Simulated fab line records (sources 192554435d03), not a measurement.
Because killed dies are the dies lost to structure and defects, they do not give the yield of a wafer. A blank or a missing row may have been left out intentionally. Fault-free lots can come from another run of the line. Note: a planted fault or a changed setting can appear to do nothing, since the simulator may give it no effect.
Split-lot experiment / flow n5Finfet / 7 lots, 21 wafers read, on a route of 1938 steps

== THE SPLIT ==
At N5_BEOL_M13_COAT_66 (time 60 s, resist thk 110 nm), the setting spinRpm was moved away from the recipe's 1500 rpm on 6 of the 21 wafers read, by -10.8% to +11.2%. For the rest of the wafers, this setting stayed at what the recipe calls for.

== FROM THE SPLIT TO THE READING: what the file shows between them, 4 steps ==
- N5_BEOL_M13_COAT_22: resist thk 300 nm
- N5_BEOL_M13_EBR_24
- N5_BEOL_M13_DESCUM_33: chemistry O2, time 7.9 s
- N5_BEOL_M13_ETCH_67: etches SiARC in CF4, target depth 143 nm, time 238.3 s

== THE READING ==
SiARC_of_BEOL_M13_COAT_66.thkNm (the simulator's own value, which no gauge read), in nm, at N5_BEOL_M13_ETCH_68 (etches SOC in N2/H2, time 355 s). There is no usual value for it anywhere in the file. Average 77.5 nm, standard deviation 0.7 nm, over the 15 wafers here run with the recipe.

wafer=L078.4; tool, chamber at the split=lithoTrack-03, 0; spinRpm as run, rpm=1668; against the recipe=+11.2%; SiARC_of_BEOL_M13_COAT_66.thkNm, nm=71.8; against lot-mates on the recipe=-6.2
wafer=L078.5; tool, chamber at the split=lithoTrack-03, 0; spinRpm as run, rpm=1500; against the recipe=recipe; SiARC_of_BEOL_M13_COAT_66.thkNm, nm=78.6; against lot-mates on the recipe=-
wafer=L078.6; tool, chamber at the split=lithoTrack-03, 0; spinRpm as run, rpm=1500; against the recipe=recipe; SiARC_of_BEOL_M13_COAT_66.thkNm, nm=77.4; against lot-mates on the recipe=-
wafer=L082.3; tool, chamber at the split=lithoTrack-01, 0; spinRpm as run, rpm=1628; against the recipe=+8.5%; SiARC_of_BEOL_M13_COAT_66.thkNm, nm=73; against lot-mates on the recipe=-3.8
wafer=L082.4; tool, chamber at the split=lithoTrack-01, 0; spinRpm as run, rpm=1500; against the recipe=recipe; SiARC_of_BEOL_M13_COAT_66.thkNm, nm=76.6; against lot-mates on the recipe=-
wafer=L082.5; tool, chamber at the split=lithoTrack-01, 0; spinRpm as run, rpm=1500; against the recipe=recipe; SiARC_of_BEOL_M13_COAT_66.thkNm, nm=77; against lot-mates on the recipe=-
wafer=L085.2; tool, chamber at the split=lithoTrack-01, 0; spinRpm as run, rpm=1500; against the recipe=recipe; SiARC_of_BEOL_M13_COAT_66.thkNm, nm=77.4; against lot-mates on the recipe=-
wafer=L085.3; tool, chamber at the split=lithoTrack-01, 0; spinRpm as run, rpm=1500; against the recipe=recipe; SiARC_of_BEOL_M13_COAT_66.thkNm, nm=76.8; against lot-mates on the recipe=-
wafer=L085.5; tool, chamber at the split=lithoTrack-01, 0; spinRpm as run, rpm=1607; against the recipe=+7.1%; SiARC_of_BEOL_M13_COAT_66.thkNm, nm=74; against lot-mates on the recipe=-3.1
wafer=L088.2; tool, chamber at the split=lithoTrack-03, 0; spinRpm as run, rpm=1338; against the recipe=-10.8%; SiARC_of_BEOL_M13_COAT_66.thkNm, nm=85; against lot-mates on the recipe=+8.4
wafer=L088.3; tool, chamber at the split=lithoTrack-03, 0; spinRpm as run, rpm=1500; against the recipe=recipe; SiARC_of_BEOL_M13_COAT_66.thkNm, nm=76.6; against lot-mates on the recipe=-
wafer=L088.6; tool, chamber at the split=lithoTrack-03, 0; spinRpm as run, rpm=1500; against the recipe=recipe; SiARC_of_BEOL_M13_COAT_66.thkNm, nm=76.6; against lot-mates on the recipe=-
wafer=L089.1; tool, chamber at the split=lithoTrack-01, 0; spinRpm as run, rpm=1500; against the recipe=recipe; SiARC_of_BEOL_M13_COAT_66.thkNm, nm=77.8; against lot-mates on the recipe=-
wafer=L089.2; tool, chamber at the split=lithoTrack-01, 0; spinRpm as run, rpm=1500; against the recipe=recipe; SiARC_of_BEOL_M13_COAT_66.thkNm, nm=78; against lot-mates on the recipe=-
wafer=L089.5; tool, chamber at the split=lithoTrack-01, 0; spinRpm as run, rpm=1544; against the recipe=+2.9%; SiARC_of_BEOL_M13_COAT_66.thkNm, nm=75.8; against lot-mates on the recipe=-2.1
wafer=L091.1; tool, chamber at the split=lithoTrack-01, 0; spinRpm as run, rpm=1500; against the recipe=recipe; SiARC_of_BEOL_M13_COAT_66.thkNm, nm=78; against lot-mates on the recipe=-
wafer=L091.3; tool, chamber at the split=lithoTrack-01, 0; spinRpm as run, rpm=1500; against the recipe=recipe; SiARC_of_BEOL_M13_COAT_66.thkNm, nm=78.8; against lot-mates on the recipe=-
wafer=L091.5; tool, chamber at the split=lithoTrack-01, 0; spinRpm as run, rpm=1500; against the recipe=recipe; SiARC_of_BEOL_M13_COAT_66.thkNm, nm=78.2; against lot-mates on the recipe=-
wafer=L093.2; tool, chamber at the split=lithoTrack-04, 0; spinRpm as run, rpm=1430; against the recipe=-4.7%; SiARC_of_BEOL_M13_COAT_66.thkNm, nm=79.6; against lot-mates on the recipe=+1.9
wafer=L093.5; tool, chamber at the split=lithoTrack-04, 0; spinRpm as run, rpm=1500; against the recipe=recipe; SiARC_of_BEOL_M13_COAT_66.thkNm, nm=77.4; against lot-mates on the recipe=-
wafer=L093.6; tool, chamber at the split=lithoTrack-04, 0; spinRpm as run, rpm=1500; against the recipe=recipe; SiARC_of_BEOL_M13_COAT_66.thkNm, nm=78; against lot-mates on the recipe=-

FIT RESULTS
A straight line over all 21 wafers: SiARC_of_BEOL_M13_COAT_66.thkNm changes by -0.568 nm for each +1% of spinRpm; r = -0.96; the points scatter about the line by 0.73 nm.
The same after taking each lot's own level away (the mean of its wafers on the recipe; 21 wafers): -0.586 nm for each +1%; r = -0.97; scatter 0.68 nm.
Per that fit: largest spinRpm move, reading shift of 6.6 nm.
From 76.60 to 78.33 nm: that is the span of the lots' own levels, equal to 2.5 times the standard deviation above.
Consequently the slope shifts little with the lot-to-lot level, the two slopes agreeing.
Check: for one of the wafers moved furthest among these (+11.2%), held out of the fit, the line's prediction against its lot-mates is -6.49 nm. It came out at -6.2 nm against them.

== OTHER SPLITS APPLIED TO THESE WAFERS ==
Other splits were also applied to these wafers ahead of the reading. Each is held against what the fit with the lots' levels taken away leaves over:
other split on the same wafers=N5_BEOL_M6_DESCUM_33 timeS; wafers away from the commonest value=7; r with SiARC_of_BEOL_M13_COAT_66.thkNm (lot level and that fit taken away)=+0.16
other split on the same wafers=N5_BEOL_M7_ETCH_61 sourceW; wafers away from the commonest value=5; r with SiARC_of_BEOL_M13_COAT_66.thkNm (lot level and that fit taken away)=+0.18
other split on the same wafers=N5_BEOL_M8_ILD_DEP_00 timeS; wafers away from the commonest value=3; r with SiARC_of_BEOL_M13_COAT_66.thkNm (lot level and that fit taken away)=+0.25
other split on the same wafers=N5_BEOL_M9_COAT_05 spinRpm; wafers away from the commonest value=9; r with SiARC_of_BEOL_M13_COAT_66.thkNm (lot level and that fit taken away)=-0.27
other split on the same wafers=N5_BEOL_M9_ETCH_62 timeS; wafers away from the commonest value=9; r with SiARC_of_BEOL_M13_COAT_66.thkNm (lot level and that fit taken away)=+0.17
other split on the same wafers=N5_BEOL_M10_PECVD_70 tempC; wafers away from the commonest value=7; r with SiARC_of_BEOL_M13_COAT_66.thkNm (lot level and that fit taken away)=+0.18

== THE WHOLE CHAIN: every reading that the file lists as answering this split, in the file's order ==
step=N5_BEOL_M13_COAT_66; what it does=time 60 s, resist thk 110 nm; reading=SiARC_of_BEOL_M13_COAT_66.thkNm (the simulator's own value, which no gauge read); change (the file's fit)=-0.554 nm for each +1% of the setting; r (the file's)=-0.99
step=N5_BEOL_M13_ETCH_67; what it does=etches SiARC in CF4, target depth 143 nm, time 238.3 s; reading=etch.depthNm (the simulator's own value, which no gauge read); change (the file's fit)=-0.55 nm for each +1% of the setting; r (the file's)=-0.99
step=N5_BEOL_M13_ETCH_67; what it does=etches SiARC in CF4, target depth 143 nm, time 238.3 s; reading=coat_of_BEOL_M13_COAT_22.thkNm (the simulator's own value, which no gauge read); change (the file's fit)=+0.382 nm for each +1% of the setting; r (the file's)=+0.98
step=N5_BEOL_M13_ETCH_68; what it does=etches SOC in N2/H2, time 355 s; reading=SiARC_of_BEOL_M13_COAT_66.thkNm (the simulator's own value, which no gauge read); change (the file's fit)=-0.58 nm for each +1% of the setting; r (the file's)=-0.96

== FILE'S OWN FIT ==
SiARC_of_BEOL_M13_COAT_66.thkNm changes by -0.58 nm for each +1% of spinRpm, r = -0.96.
